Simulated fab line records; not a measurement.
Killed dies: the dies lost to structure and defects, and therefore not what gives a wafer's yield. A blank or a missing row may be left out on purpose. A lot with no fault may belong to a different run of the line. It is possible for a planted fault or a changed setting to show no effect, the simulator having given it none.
Split-lot experiment + flow n5Finfet + 7 lots, 21 wafers read, on a route of 1938 steps

## THE SPLIT ITSELF
At N5_BEOL_M13_COAT_58 (time 60 s, resist thk 89 nm), the setting spinRpm was moved away from the recipe's 1500 rpm on 9 of the 21 wafers read, by -8.9% to +9.5%. This setting was run at the recipe's value on the other wafers.

## FROM THE SPLIT TO THE READING: what the file shows between them, 3 steps
- N5_BEOL_M13_COAT_04: resist thk 400 nm
- N5_BEOL_M13_EBR_06
- N5_BEOL_M13_DESCUM_15: chemistry O2, time 7.9 s

## THE READING
etch.depthNm (the simulator's own value, which no gauge read), in nm, at N5_BEOL_M13_ETCH_59 (etches BARC in N2/H2, target depth 89 nm, overetch 26.7 nm, time 67.9 s). No usual value for it is given in the file. The 12 wafers here that ran the recipe average 88.94 nm, standard deviation 0.35 nm.

| wafer  | tool, chamber at the split | spinRpm as run, rpm | against the recipe | etch.depthNm, nm | against lot-mates on the recipe |
|--------|----------------------------|---------------------|--------------------|------------------|---------------------------------|
| L079.2 | lithoTrack-03, 0           | 1500                | recipe             | 88.46            | -                               |
| L079.3 | lithoTrack-03, 0           | 1500                | recipe             | 88.31            | -                               |
| L079.4 | lithoTrack-03, 0           | 1500                | recipe             | 88.49            | -                               |
| L081.3 | lithoTrack-04, 0           | 1500                | recipe             | 89.26            | -                               |
| L081.5 | lithoTrack-04, 0           | 1500                | recipe             | 89.2             | -                               |
| L081.6 | lithoTrack-04, 0           | 1642                | +9.5%              | 85.19            | -4.04                           |
| L085.1 | lithoTrack-04, 0           | 1429                | -4.7%              | 90.86            | +1.97                           |
| L085.4 | lithoTrack-04, 0           | 1429                | -4.7%              | 91.15            | +2.26                           |
| L085.6 | lithoTrack-04, 0           | 1500                | recipe             | 88.89            | -                               |
| L088.2 | lithoTrack-04, 0           | 1500                | recipe             | 89.07            | -                               |
| L088.3 | lithoTrack-04, 0           | 1367                | -8.9%              | 93.2             | +4.13                           |
| L088.4 | lithoTrack-04, 0           | 1367                | -8.9%              | 93.3             | +4.23                           |
| L089.2 | lithoTrack-04, 0           | 1500                | recipe             | 89               | -                               |
| L089.5 | lithoTrack-04, 0           | 1500                | recipe             | 88.95            | -                               |
| L089.6 | lithoTrack-04, 0           | 1500                | recipe             | 88.89            | -                               |
| L094.2 | lithoTrack-05, 0           | 1626                | +8.4%              | 85.74            | no lot-mate on the recipe       |
| L094.3 | lithoTrack-05, 0           | 1626                | +8.4%              | 85.37            | no lot-mate on the recipe       |
| L094.4 | lithoTrack-05, 0           | 1626                | +8.4%              | 85.54            | no lot-mate on the recipe       |
| L096.1 | lithoTrack-04, 0           | 1500                | recipe             | 89.35            | -                               |
| L096.2 | lithoTrack-04, 0           | 1427                | -4.9%              | 91.57            | +2.16                           |
| L096.4 | lithoTrack-04, 0           | 1500                | recipe             | 89.47            | -                               |

FIT RESULTS
A straight line over all 21 wafers: etch.depthNm changes by -0.436 nm for each +1% of spinRpm; r = -0.99; the points scatter about the line by 0.35 nm.
The same after taking each lot's own level away (the mean of its wafers on the recipe; 18 wafers): -0.451 nm for each +1%; r = -1.00; scatter 0.11 nm.
That fit puts the effect of the largest move of spinRpm on the reading at 4.3 nm.
From 88.420 to 89.410 nm: that is the span of the lots' own levels, equal to 2.8 times the standard deviation above.
Consequently the slope shifts little with the lot-to-lot level, the two slopes agreeing.
Check: for one of the wafers moved furthest among these (+9.5%), held out of the fit, the line's prediction against its lot-mates is -4.41 nm. It came out at -4.04 nm against them.

## THESE WAFERS: OTHER SPLITS
Other splits were also applied to these wafers ahead of the reading. Each is held against what the fit with the lots' levels taken away leaves over:
| other split on the same wafers     | wafers away from the commonest value | r with etch.depthNm (lot level and that fit taken away) |
|------------------------------------|--------------------------------------|---------------------------------------------------------|
| N5_BEOL_M9_EXPOSE_08 doseMj        | 6                                    | -0.01                                                   |
| N5_BEOL_M9_ETCH_62 timeS           | 6                                    | +0.17                                                   |
| N5_BEOL_M10_TRENCH_ETCH_37 sourceW | 6                                    | +0.20                                                   |
| N5_BEOL_M11_VIA_ETCH_34 timeS      | 4                                    | +0.01                                                   |

## THE WHOLE CHAIN: every reading that the file lists as answering this split, in the file's order
| step                 | what it does                                                            | reading                                                                         | change (the file's fit)               | r (the file's) |
|----------------------|-------------------------------------------------------------------------|---------------------------------------------------------------------------------|---------------------------------------|----------------|
| N5_BEOL_M13_COAT_58  | time 60 s, resist thk 89 nm                                             | BARC_of_BEOL_M13_COAT_58.thkNm (the simulator's own value, which no gauge read) | -0.453 nm for each +1% of the setting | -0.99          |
| N5_BEOL_M13_ETCH_59  | etches BARC in N2/H2, target depth 89 nm, overetch 26.7 nm, time 67.9 s | etch.depthNm (the simulator's own value, which no gauge read)                   | -0.447 nm for each +1% of the setting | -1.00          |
| N5_BEOL_M13_STRIP_64 | strips in N2/H2                                                         | stripTimeToEndpointS                                                            | withheld for each +1% of the setting  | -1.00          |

## FILE'S OWN FIT
etch.depthNm changes by -0.447 nm for each +1% of spinRpm, r = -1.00.
